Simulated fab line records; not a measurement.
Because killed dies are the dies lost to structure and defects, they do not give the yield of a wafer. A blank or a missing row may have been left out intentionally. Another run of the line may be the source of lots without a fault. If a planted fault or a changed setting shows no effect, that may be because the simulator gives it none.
fab line records    flow n5_finfet    part 2 of 2: steps 5 to 6 of 6
record lots=21  wafers=63  last_day=19
route steps=1938 shown DUMMY_GATE@246 SD_EPI_N@281 SD_EPI_P@314 SDB@359
lots that met no fault: taken from a fault-free run of the same line
start_h: the number of hours between the record's first day and the start of the first shown wafer of the lot    wait_h: hours since the lot's step before    " repeats the value in the row above    L1.1+2: a row that stands for several wafers    - no value, or no start given    * or withheld: withheld    < > ~ a bound
route shown NAME@n: a module of which the file shows steps, and the number in the route of the first    usual: the fault-free wafers' mean and standard deviation    same: alike in all rows    chamber/n: place in a boat    sites: each site's reading    _std_site: the standard deviation of these    _edge_site: outer sites' mean less inner sites'    radius_mm: how far each site lies from the wafer's centre    mask NAME#n: copy n    behind: the tool/chamber that last shaped the wafer    hold: cause of the lot's hold/its duration in hours/its outcome    device: the n, p or np transistor that did not switch    end of line: the route-end tests of the same wafers    a step with no rows: only its recipe    killed: at the first sort, the dies lost to defects and structure; wafer yield is something else    map: a wafer's dies, marking killed ones x, the rest . and places with no die _
set.NAME: the setting the step ran with; set.NAME@STEP: the setting that earlier step ran with    model.NAME: the simulator's own value behind a step, which no gauge read
a sample of lots followed through the steps of the route, with each step as a table and each wafer as a row
services: the hour from which a tool's chamber was out of use, counted from the record's first day as start_h (under 0 if before that day), plus the number of hours and why
## steps
# step N5_SD_EPI_P_SD_RECESS_17
# recipe chemistry=HBr/Cl2/O2  target_depth_a=391  bt_time_s=3  pressure_mtorr=10  icp_w=800  bias_w=112  HBr_flow_sccm=150  Cl2_flow_sccm=80  O2_flow_sccm=12
# usual bias_w=112.0/0.34  drypump_motor_current_A=5.7/0.45  oes_product_au=0.999/0.016  throttle_valve_pct=37.0/0.3
lot.wafer  tool       chamber  start_h  wait_h  bias_w  drypump_motor_current_A  oes_product_au  rf_hours_counter_h  throttle_valve_pct
L074.2     rie_si-06  2        54.34    0.0     111.6   5.5                      1.031           53                  36.6
L074.3     "          0        "        "       112.0   5.5                      0.989           76                  36.5
L074.6     "          1        "        "       112.1   5.4                      1.006           -                   37.3
L077.1     rie_si-06  3        73.83    0.0     112.1   5.2                      0.989           74                  36.9
L077.5     "          2        "        "       111.2   5.4                      1.023           -                   36.7
L077.6     "          1        "        "       112.3   5.5                      1.014           -                   37.3
L078.1     rie_si-02  1        77.52    0.0     112.1   5.1                      0.993           93                  37.6
L078.3     "          2        "        "       111.6   6.5                      0.977           22                  37.2
L078.6     "          3        "        "       112.0   5.8                      0.998           -                   37.1
L079.3     rie_si-02  0        84.76    0.0     111.6   5.7                      0.996           73                  37.1
L079.4     "          1        "        "       111.5   5.1                      0.992           93                  37.6
L079.6     "          1        "        "       111.7   5.1                      0.999           -                   37.6
L080.3     rie_si-02  3        90.27    0.0     112.2   5.9                      1.006           149                 37.1
L080.4     "          1        "        "       112.4   5.1                      0.991           93                  37.6
L080.5     "          0        "        "       111.7   5.7                      0.992           -                   37.1
L081.2     rie_si-02  1        97.90    0.0     111.9   5.1                      0.990           93                  37.6
L081.4     "          0        "        "       112.4   5.7                      1.001           74                  37.1
L081.5     "          1        "        "       112.4   5.1                      1.001           -                   37.6
L082.1     rie_si-02  1        103.00   0.0     112.2   5.1                      0.998           93                  37.6
L082.2     "          0        "        "       112.0   5.7                      0.997           74                  37.1
L082.5     "          2        "        "       112.2   6.5                      0.977           -                   37.2
L083.3     rie_si-03  2        107.50   0.0     112.1   6.1                      0.986           13                  36.9
L083.5     "          3        "        "       111.9   6.3                      0.989           -                   37.2
L083.6     "          0        "        "       112.1   6.4                      1.016           -                   37.2
L084.2     rie_si-03  0        116.50   0.0     111.9   6.5                      1.014           189                 37.2
L084.4     "          3        "        "       111.9   6.3                      0.988           81                  37.3
L084.6     "          1        "        "       111.6   5.2                      0.993           -                   36.8
L085.3     rie_si-02  2        121.43   0.0     111.8   6.5                      0.985           23                  37.2
L085.4     "          1        "        "       111.8   5.1                      0.989           93                  37.6
L085.5     "          2        "        "       111.9   6.5                      0.987           -                   37.2
L086.3     rie_si-06  2        129.74   0.0     112.0   5.5                      1.027           54                  36.7
L086.4     "          1        "        "       111.7   5.4                      1.007           71                  37.3
L086.6     "          2        "        "       112.0   5.5                      1.046           -                   36.7
L087.1     rie_si-06  3        130.67   0.0     111.7   5.2                      0.990           75                  36.9
L087.2     "          1        "        "       112.1   5.5                      1.008           71                  37.3
L087.3     "          0        "        "       112.0   5.6                      0.985           78                  36.5
L088.1     rie_si-06  2        140.09   0.0     112.2   5.5                      1.034           55                  36.7
L088.4     "          0        "        "       112.8   5.5                      0.982           78                  36.5
L088.6     "          3        "        "       112.2   5.2                      0.982           -                   36.9
L089.1     rie_si-06  2        143.18   0.0     112.0   5.5                      1.030           55                  36.7
L089.2     "          3        "        "       112.1   5.2                      0.983           76                  36.9
L089.3     "          1        "        "       111.6   5.4                      1.007           71                  37.3
L090.3     rie_si-02  3        152.65   0.0     112.2   5.9                      1.009           150                 37.1
L090.4     "          2        "        "       112.3   6.5                      0.967           23                  37.2
L090.6     "          2        "        "       111.9   6.5                      0.986           -                   37.2
L093.1     rie_si-03  2        187.32   0.0     112.2   6.1                      0.996           14                  36.9
L093.5     "          2        "        "       112.4   6.1                      0.992           -                   36.9
L093.6     "          3        "        "       111.4   6.4                      0.991           -                   37.3
L091.2     rie_si-03  1        188.39   0.0     111.7   5.2                      1.002           71                  36.8
L091.4     "          1        "        "       111.1   5.2                      1.000           -                   36.8
L091.6     "          2        "        "       112.4   6.1                      1.001           -                   36.9
L095.2     rie_si-03  3        193.34   0.0     111.5   6.3                      0.992           82                  37.3
L095.3     "          1        "        "       112.3   5.2                      1.000           71                  36.8
L095.4     "          2        "        "       112.0   6.1                      1.002           -                   36.9
L094.2     rie_si-06  2        193.60   0.0     112.0   5.5                      1.032           55                  36.7
L094.3     "          1        "        "       112.6   5.5                      1.013           72                  37.3
L094.6     "          3        "        "       112.2   5.2                      0.982           -                   36.9
L092.4     rie_si-06  0        195.36   0.0     111.9   5.5                      0.982           79                  36.5
L092.5     "          2        "        "       111.7   5.5                      1.027           -                   36.7
L092.6     "          1        "        "       112.1   5.5                      1.003           -                   37.3
L097.1     rie_si-06  1        204.46   0.0     111.8   5.4                      1.013           72                  37.3
L097.2     "          0        "        "       112.2   5.6                      0.983           79                  36.4
L097.3     "          3        "        "       112.0   5.2                      0.977           76                  37.0
# step N5_SDB_DESCUM_16
# recipe chemistry=O2  time_s=7.9  source_power_w=50  bias_power_w=20  pressure_mtorr=20  rf_frequency_hz=2.712e+07  temp_c=40  resist=CAR-ArF  o2_flow_sccm=225
# usual drypump_motor_current_A=5.6/0.48  oes_product_au=0.79/0.083  rf_vpp_V=243.6/1.5  showerhead_plenum_p_Torr=2.12/0.08  throttle_valve_pct=20.45/0.27
lot.wafer  tool         chamber  start_h  wait_h  drypump_motor_current_A  oes_product_au  rf_hours_counter_h  rf_vpp_V  showerhead_plenum_p_Torr  throttle_valve_pct
L074.2     rie_diel-05  0        65.31    0.1     6.4                      0.78            123                 243.8     2.01                      20.29
L074.3     "            2        "        "       5.2                      0.68            248                 241.5     1.96                      20.28
L074.6     "            2        "        "       5.2                      0.68            -                   242.1     1.96                      20.28
L077.1     rie_diel-06  2        85.24    0.6     5.0                      0.70            206                 242.7     2.09                      20.15
L077.5     "            2        "        "       4.9                      0.70            -                   243.5     2.09                      20.14
L077.6     "            1        "        "       5.8                      0.80            -                   242.3     2.02                      20.44
L078.1     rie_diel-04  2        88.02    0.0     5.8                      0.83            58                  242.0     2.13                      20.52
L078.3     "            0        "        "       4.7                      0.86            44                  243.5     2.12                      20.08
L078.6     "            1        "        "       5.9                      0.74            -                   244.5     2.17                      20.11
L079.3     rie_diel-05  3        96.69    0.0     5.5                      0.71            191                 243.8     2.17                      20.75
L079.4     "            3        "        "       5.6                      0.70            -                   243.4     2.17                      20.74
L079.6     "            1        "        "       5.1                      0.72            -                   243.5     2.17                      20.83
L080.3     rie_diel-05  1        101.80   0.0     5.2                      0.72            219                 242.1     2.17                      20.85
L080.4     "            1        "        "       5.2                      0.73            -                   243.3     2.17                      20.84
L080.5     "            3        "        "       5.6                      0.71            -                   243.6     2.17                      20.75
L081.2     rie_diel-04  3        109.33   0.0     5.7                      0.78            130                 243.3     2.01                      20.55
L081.4     "            0        "        "       4.7                      0.86            -                   243.7     2.11                      20.12
L081.5     "            3        "        "       5.8                      0.78            -                   241.7     2.01                      20.53
L082.1     rie_diel-04  3        115.77   0.3     5.8                      0.79            132                 241.5     2.01                      20.55
L082.2     "            0        "        "       4.7                      0.86            54                  244.9     2.11                      20.10
L082.5     "            1        "        "       5.9                      0.75            -                   245.5     2.17                      20.11
L083.3     rie_diel-05  0        118.26   0.2     6.4                      0.77            145                 242.2     2.00                      20.33
L083.5     "            0        "        "       6.5                      0.76            -                   241.8     2.00                      20.32
L083.6     "            3        "        "       5.5                      0.69            -                   244.9     2.16                      20.75
L084.2     rie_diel-05  2        129.11   0.0     5.2                      1.01            1                   245.2     2.23                      19.93
L084.4     "            3        "        "       5.6                      0.69            207                 245.7     2.16                      20.76
L084.6     "            1        "        "       5.1                      0.70            -                   243.1     2.17                      20.88
L085.3     rie_diel-04  2        132.64   0.6     5.8                      0.81            74                  243.8     2.13                      20.54
L085.4     "            1        "        "       5.9                      0.74            158                 245.3     2.17                      20.10
L085.5     "            3        "        "       5.7                      0.78            -                   241.0     2.01                      20.55
L087.1     rie_diel-04  1        166.39   0.6     5.9                      0.73            169                 243.7     2.16                      20.12
L087.2     "            0        "        "       4.7                      0.83            71                  244.5     2.11                      20.13
L087.3     "            3        "        "       5.8                      0.77            148                 242.4     2.00                      20.58
L086.3     rie_diel-06  0        166.44   0.5     5.8                      0.93            22                  245.4     2.22                      20.31
L086.4     "            1        "        "       5.8                      0.77            137                 242.6     2.01                      20.47
L086.6     "            0        "        "       5.8                      0.93            -                   244.7     2.22                      20.30
L088.1     rie_diel-05  0        168.76   0.0     6.4                      0.75            159                 240.8     2.00                      20.35
L088.4     "            3        "        "       5.5                      0.69            219                 245.0     2.16                      20.80
L088.6     "            2        "        "       5.2                      0.95            -                   246.4     2.22                      19.95
L089.1     rie_diel-05  0        169.56   0.0     6.4                      0.75            159                 241.4     2.00                      20.35
L089.2     "            2        "        "       5.2                      0.95            13                  247.4     2.22                      19.94
L089.3     "            1        "        "       5.2                      0.70            245                 245.4     2.16                      20.88
L090.3     rie_diel-06  1        171.42   0.4     5.8                      0.77            138                 242.3     2.01                      20.48
L090.4     "            3        "        "       6.0                      0.80            117                 245.7     2.22                      20.71
L090.6     "            3        "        "       6.0                      0.79            -                   243.4     2.22                      20.72
L093.1     rie_diel-06  2        199.14   0.0     4.9                      0.67            245                 242.1     2.07                      20.20
L093.5     "            0        "        "       5.8                      0.92            -                   245.3     2.21                      20.32
L093.6     "            2        "        "       5.0                      0.66            -                   242.2     2.07                      20.21
L091.2     rie_diel-06  2        201.56   0.1     4.9                      0.67            246                 242.3     2.07                      20.21
L091.4     "            0        "        "       5.8                      0.92            -                   245.2     2.21                      20.32
L091.6     "            2        "        "       5.0                      0.68            -                   243.2     2.07                      20.22
L094.2     rie_diel-04  1        204.58   0.0     5.9                      0.72            182                 245.0     2.16                      20.14
L094.3     "            2        "        "       5.8                      0.79            95                  243.1     2.12                      20.57
L094.6     "            3        "        "       5.7                      0.76            -                   242.5     2.00                      20.59
L095.2     rie_diel-06  0        206.22   0.1     5.8                      0.91            36                  246.5     2.21                      20.32
L095.3     "            3        "        "       6.0                      0.78            130                 243.8     2.21                      20.73
L095.4     "            2        "        "       4.9                      0.67            -                   242.5     2.07                      20.22
L092.4     rie_diel-05  3        206.85   0.0     5.5                      0.68            234                 244.5     2.15                      20.80
L092.5     "            0        "        "       6.4                      0.74            -                   241.3     1.99                      20.37
L092.6     "            1        "        "       5.2                      0.99            -                   244.0     2.16                      20.59
L097.1     rie_diel-06  1        216.46   0.4     5.8                      0.75            150                 241.2     2.01                      20.48
L097.2     "            3        "        "       6.0                      0.76            134                 244.7     2.21                      20.74
L097.3     "            0        "        "       5.8                      0.90            40                  245.8     2.21                      20.34
## services
tool         chamber  start_h  hours  kind
rie_si-04    2        26.88    1.1    repair
rie_diel-02  -        28.76    0.9    repair
rie_diel-05  -        38.45    3.1    repair
rie_si-06    1        45.35    4.5    repair
rie_diel-04  1        47.31    3.7    repair
rie_diel-03  1        55.48    3.0    repair
rie_diel-04  1        72.66    7.5    repair
rie_diel-01  1        74.60    31.8   repair
rie_si-03    -        79.35    2.8    pm
rie_diel-05  2        89.97    4.8    repair
rie_diel-04  1        106.99   5.1    repair
rie_si-05    2        118.13   4.7    repair
rie_diel-05  0        147.50   7.9    repair
rie_si-06    3        148.72   5.3    repair
rie_diel-04  2        158.73   9.8    repair
rie_si-05    1        166.62   10.4   repair
rie_diel-03  2        170.50   10.6   repair
rie_si-03    0        179.04   -      clean
rie_si-03    0        179.04   17.6   scheduled_down
rie_si-03    0        179.04   17.6   vent_cycle
rie_diel-02  -        186.52   0.8    repair
rie_diel-05  2        186.93   18.4   repair
rie_diel-06  1        194.90   14.0   repair
rie_si-03    0        211.39   15.0   repair
